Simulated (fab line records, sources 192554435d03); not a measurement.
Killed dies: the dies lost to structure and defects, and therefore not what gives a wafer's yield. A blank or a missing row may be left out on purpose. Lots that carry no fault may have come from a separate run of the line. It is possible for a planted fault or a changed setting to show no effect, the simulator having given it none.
Chamber matching    flow n5_finfet    3 sister chambers for N5_BEOL_M4_DEP_57 on pecvd-02
The step deposits SiCN from 3MS/NH3, target thk 8 nm, time 14 s. 3 wafers are shown with their chamber, then 7 later ones without.

== EACH WAFER AND ITS CHAMBER ==
wafer   chamber  showerhead_plenum_p_Torr (Torr)
L087.3  0        3.666
L094.1  2        3.655
L094.2  1        3.681

== WAFERS WITHOUT THEIR CHAMBER ==
wafer   showerhead_plenum_p_Torr (Torr)
L094.4  3.673
L093.1  3.660
L093.2  3.678
L093.5  3.680
L095.1  3.667
L095.3  3.677
L095.4  3.667

== CHAMBER TAKEN BY EACH ==
wafer    from the rows above       in truth
L094.4   can't be placed: 0 or 1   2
L093.1   can't be placed: 2 or 0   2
L093.2   1                         1
L093.5   1                         1
L095.1   0                         0
L095.3   can't be placed: 1 or 0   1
L095.4   0                         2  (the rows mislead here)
Correctly placed: 3 of 7. From these rows, 3 cannot be placed; in 2 the true chamber is one of the candidates. Placed wrongly: 1.
How it was worked out, from the rows above alone: a wafer's distance from a chamber is the root of the sum, over the readings, of the square of ((its reading less the chamber's mean) divided by the reading's scatter). The wafer belongs to the nearest chamber; if the next one is less than 2 further off, it can't be placed. Each chamber's mean is taken over the wafers shown for it. The scatter: with one shown wafer a chamber, the root of the mean of the squares of how far each hidden wafer lies from its nearest shown one.
